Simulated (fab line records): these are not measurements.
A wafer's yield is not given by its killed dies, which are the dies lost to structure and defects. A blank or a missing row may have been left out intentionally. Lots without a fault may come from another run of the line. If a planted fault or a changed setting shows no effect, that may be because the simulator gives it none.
A struck lot beside a sound one :: flow n5 finfet :: 15 steps out of a route of 1938
Sound: the wafers L891.1, L891.2, L891.4. Struck: wafer L904.3; the same lot's L904.1 was not struck, so it is left out; see the end for the cause.
At each step with rows: each side's tool, then ch and its chambers, then its first start. Under that, the readings that differ: sound wafers :: struck wafers :: difference of the means :: sigmas: that difference in standard deviations of wafers without a fault.
alike: words and numbers the same on both sides, and readings whose means are apart by under 2 such deviations; not compared: readings that were withheld, readings missing a value for some wafer, numbers with overlapping values and no deviation given by the record, and bounds like >300 which may hide the same value.
A row with sigmas, a row that says differs or no value, or rows on one side alone: a step with any of these is where the two part. When numbers do not overlap yet have no deviation, they are printed without sigmas and do not part them. A reading that every wafer of one side lacks parts them only if that side has two wafers or more.

N5_BEOL_M6_OVL_MEAS_29:
  sound on overlay-01 ch 0, day 9 13:10; struck on overlay-01 ch 0, day 12 12:32
  alike: V5_OVL
N5_BEOL_M6_INSPECT_30: inspects for defects (brightfield).
  sound on defect inspect-01 at day 9 13:14; struck on defect inspect-01 at day 12 12:36
  alike: raw defect count
N5_BEOL_M6_DESCUM_33: chemistry O2, time 7 s.
  sound on rie diel-02 ch 0,1,3, day 9 13:19; struck on rie diel-04 ch 2, day 12 12:38
reading: drypump motor current A (A)
sound: 5.8 5.3 5.5
struck: 6.4
difference: +0.9
sigmas: +2

reading: rf hours counter h (h)
sound: 66 54 210
struck: 221
difference: +111
sigmas: 

reading: showerhead plenum p Torr (Torr)
sound: 2.23 2.10 2.18
struck: 1.98
difference: -0.19
sigmas: -3
  alike: o2 flow sccm, oes product au, rf vpp V, throttle valve pct
then, 1 step without rows for these wafers: N5_BEOL_M6_ETCH_72 (etches underlayer in N2/H2, target depth 6.5 nm, time 5.2 s).
N5_BEOL_M6_ETCH_65: etches SiARC in CF4, target depth 15.6 nm, time 26 s.
  sound on rie diel-02 ch 0,1,3, day 9 13:22; struck on rie diel-04 ch 2, day 12 12:41
reading: drypump motor current A (A)
sound: 5.8 5.3 5.6
struck: 6.4
difference: +0.8
sigmas: +2

reading: rf hours counter h (h)
sound: 66 54 210
struck: 221
difference: +111
sigmas: 

reading: showerhead plenum p Torr (Torr)
sound: 2.24 2.18 2.21
struck: 2.03
difference: -0.18
sigmas: -3
  alike: etch rf on time s, oes product au, rf vpp V, throttle valve pct
then, 3 steps without rows for these wafers: N5_BEOL_M6_ETCH_66 (etches SOC in N2/H2, target depth 80 nm, overetch 16 nm, time 120 s); N5_BEOL_M6_STRIP_69 (strips in N2/H2); N5_BEOL_M6_STRIP_73 (strips in N2/H2).
N5_BEOL_M6_VIA_ETCH_34: etches SiCOH lowk in C4F6/O2, target depth 126.3 nm, time 50.9 s.
  sound on rie diel-02 ch 0,1,3, day 9 13:30; struck on rie diel-04 ch 2, day 12 12:49
reading: drypump motor current A (A)
sound: 5.7 5.3 5.6
struck: 6.4
difference: +0.9
sigmas: +2

reading: rf hours counter h (h)
sound: 66 54 210
struck: 222
difference: +112
sigmas: 

reading: showerhead plenum p Torr (Torr)
sound: 2.99 2.91 2.94
struck: 2.70
difference: -0.25
sigmas: -3
  alike: oes product au, rf vpp V, run length s, throttle valve pct
then, 1 step without rows for these wafers: N5_BEOL_M6_STRIP_76 (strips in C4F6/O2).
N5_BEOL_M6_STRIP_36: strips in N2/H2.
  sound on rie diel-02 ch 0,1,3, day 9 13:34; struck on rie diel-04 ch 2, day 12 12:52
reading: drypump motor current A (A)
sound: 5.8 5.3 5.6
struck: 6.4
difference: +0.8
sigmas: +2

reading: rf hours counter h (h)
sound: 66 54 210
struck: 222
difference: +112
sigmas: 

reading: rf vpp V (V)
sound: 60.7 60.6 56.3
struck: 62.4
difference: +3.2
sigmas: +2

reading: showerhead plenum p Torr (Torr)
sound: 2.67 2.58 2.63
struck: 2.42
difference: -0.21
sigmas: -3
  alike: oes product au, throttle valve pct
N5_BEOL_M6_TRENCH_ETCH_37: etches SiCOH lowk in C4F6/O2, target depth 94.435 nm, time 31.5 s.
  sound on rie diel-02 ch 0,1,3; struck on rie diel-04 ch 2
reading: drypump motor current A (A)
sound: 5.7 5.3 5.6
struck: 6.4
difference: +0.9
sigmas: +2

reading: rf hours counter h (h)
sound: 66 54 210
struck: 222
difference: +112
sigmas: 

reading: showerhead plenum p Torr (Torr)
sound: 2.99 2.91 2.94
struck: 2.70
difference: -0.25
sigmas: -3
  alike: oes product au, rf vpp V, run length s, throttle valve pct
N5_BEOL_M6_ETCH_41: etches SiCN in CH3F/O2, target depth 29.7 nm, time 52 s.
  sound on rie diel-02 ch 0,1,3, day 9 13:38; struck on rie diel-04 ch 2, day 12 12:56
reading: drypump motor current A (A)
sound: 5.8 5.3 5.6
struck: 6.4
difference: +0.8
sigmas: +2

reading: rf hours counter h (h)
sound: 66 54 210
struck: 222
difference: +112
sigmas: 

reading: run length s (s)
sound: 75.1 76.0 74.4
struck: 96.7
difference: +21.5
sigmas: +51

reading: showerhead plenum p Torr (Torr)
sound: 2.11 2.04 2.07
struck: 1.89
difference: -0.18
sigmas: -3

reading: model.etch.depth nm (nm)
sound: 19.96 19.77 19.36
struck: 28.03
difference: +8.33
sigmas: 
  alike: oes product au, rf vpp V, throttle valve pct
then, 1 step without rows for these wafers: N5_BEOL_M6_STRIP_80 (strips in N2/H2, time 10 s).
N5_PASSIVATION_PROBE_49:
  rows exist in the record for the sound wafers here (prober-01, day 12 21:37), none for the struck ones

== WHERE THEY PART ==
First at N5_BEOL_M6_DESCUM_33; last, within this record, at N5_PASSIVATION_PROBE_49.

WHY: what the simulator had put in
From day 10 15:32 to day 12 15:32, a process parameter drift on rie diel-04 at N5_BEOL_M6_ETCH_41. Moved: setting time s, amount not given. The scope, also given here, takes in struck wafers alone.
